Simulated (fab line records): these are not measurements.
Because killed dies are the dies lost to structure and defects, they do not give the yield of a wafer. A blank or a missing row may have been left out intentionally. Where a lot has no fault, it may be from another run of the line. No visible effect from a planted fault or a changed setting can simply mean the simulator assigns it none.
Which tool was responsible? + flow nand_harc + Sampling: 12 lots, 36 wafers, 5 of 1159 route steps

## WHAT THE GAUGES SHOWED, per wafer
NHARC_P_CONTACT_CD_MEAS_12: the cd target is 90 nm.
| lot  | measured     | on        | cd_nm (nm)     |
|------|--------------|-----------|----------------|
| L075 | day 5 17:25  | cd_sem-03 | 89.8 89.9 90.8 |
| L077 | day 6 04:55  | cd_sem-02 | 90.6 89.5 90.8 |
| L079 | day 6 13:08  | cd_sem-02 | 89.9 89.8 89.9 |
| L081 | day 7 06:07  | cd_sem-03 | 90.1 90.3 89.5 |
| L083 | day 7 18:17  | cd_sem-02 | 89.0 89.9 89.4 |
| L085 | day 8 05:19  | cd_sem-03 | 90.3 89.4 90.2 |
| L087 | day 8 23:47  | cd_sem-02 | 89.3 88.8 89.8 |
| L089 | day 9 15:41  | cd_sem-03 | 89.1 88.8 89.0 |
| L091 | day 9 22:03  | cd_sem-01 | 89.4 89.8 89.6 |
| L093 | day 10 04:22 | cd_sem-03 | 89.4 90.0 89.3 |
| L095 | day 10 18:53 | cd_sem-03 | 89.3 90.9 89.9 |
| L097 | day 11 03:40 | cd_sem-03 | 89.8 89.3 89.0 |

## TOOL THAT RAN EACH LOT (tool first, then ch and the chambers of the sampled wafers, then the start)
| lot  | NHARC_P_ZERO_WELL_ETCH_63       | NHARC_P_ZERO_WELL_DESCUM_26       | NHARC_P_GATE_ETCH_104             | NHARC_P_CONTACT_DEP_00                     |
|------|---------------------------------|-----------------------------------|-----------------------------------|--------------------------------------------|
| L075 | rie_si-01 ch 0,2,3, day 1 19:40 | rie_diel-12 ch 1,3, day 1 20:45   | rie_diel-07 ch 1,2,3, day 4 20:55 | pecvd-04 ch 0,2, day 5 17:25 or earlier    |
| L077 | rie_si-01 ch 0,3, day 2 07:53   | rie_diel-08 ch 0,1, day 2 08:51   | rie_diel-02 ch 0,2,3, day 5 08:34 | pecvd-01 ch 0,1,2, day 6 04:55 or earlier  |
| L079 | rie_si-02 ch 1,3, day 2 19:41   | rie_diel-11 ch 1,2,3, day 2 20:38 | rie_diel-07 ch 0,2, day 5 17:11   | pecvd-03 ch 0,2, day 6 13:08 or earlier    |
| L081 | rie_si-05 ch 0,1, day 3 07:40   | rie_diel-08 ch 1,3, day 3 08:38   | rie_diel-04 ch 2,3, day 6 10:06   | pecvd-01 ch 0,2, day 7 06:07 or earlier    |
| L083 | rie_si-01 ch 0,1,2, day 3 19:41 | rie_diel-12 ch 0,1,3, day 3 20:45 | rie_diel-02 ch 0,2,3, day 6 21:58 | pecvd-03 ch 0,2, day 7 18:17 or earlier    |
| L085 | rie_si-02 ch 0,1,3, day 4 07:33 | rie_diel-08 ch 1,3, day 4 08:31   | rie_diel-04 ch 0,1,3, day 7 08:43 | pecvd-01 ch 0,1,2, day 8 05:19 or earlier  |
| L087 | rie_si-05 ch 1,2, day 4 19:38   | rie_diel-08 ch 0,1,3, day 4 20:46 | rie_diel-07 ch 0,2,3, day 8 02:14 | pecvd-01 ch 0,1,2, day 8 23:47 or earlier  |
| L089 | rie_si-05 ch 0,3, day 5 07:40   | rie_diel-12 ch 0,1, day 5 08:47   | rie_diel-02 ch 0,2,3, day 8 19:47 | pecvd-01 ch 0,2, day 9 15:41 or earlier    |
| L091 | rie_si-05 ch 0,3, day 5 19:41   | rie_diel-11 ch 0,1, day 5 20:46   | rie_diel-04 ch 0,1, day 9 00:57   | pecvd-01 ch 0,1,2, day 9 22:03 or earlier  |
| L093 | rie_si-05 ch 0,1,3, day 6 07:38 | rie_diel-12 ch 1,2, day 6 08:44   | rie_diel-04 ch 0,2, day 9 08:19   | pecvd-01 ch 1,2, day 10 04:22 or earlier   |
| L095 | rie_si-05 ch 0,1,2, day 6 19:38 | rie_diel-11 ch 0,3, day 6 20:43   | rie_diel-04 ch 1,2, day 9 23:25   | pecvd-01 ch 1,2, day 10 18:53 or earlier   |
| L097 | rie_si-02 ch 0,3, day 7 07:31   | rie_diel-12 ch 0,2, day 7 08:29   | rie_diel-04 ch 0,1, day 10 07:07  | pecvd-03 ch 0,1,2, day 11 03:40 or earlier |
- NHARC_P_ZERO_WELL_ETCH_63: etches the open film in HBr/Cl2, target depth 120 nm, time 40.1 s.
- NHARC_P_ZERO_WELL_DESCUM_26: chemistry O2, time 3 s.
- NHARC_P_GATE_ETCH_104: etches the open film in CF4/CHF3, target depth 60 nm.
- NHARC_P_CONTACT_DEP_00: deposits SiO2, target thk 500 nm.

## THE ANSWER, worked out from the rows above alone
Rule: what is usual is taken from the lots themselves. Put in order of their means at a reading, lots are off if they are a third of the lots or fewer, leave a main group of 4 or more, and stand apart from it by a gap of 3 or more times the standard deviation of the main group's means; of several such gaps the widest counts. The tables above print the reading to a certain number of digits; a main group whose means all agree to those digits is not used. Also off: a lot with no number at a reading for which 4 or more lots have one. Where the step has rows for the other lots, those lots are counted as sound.
Nothing can be told from this: no lot is off at any reading shown.

## WHAT THE SIMULATOR HAD PUT IN
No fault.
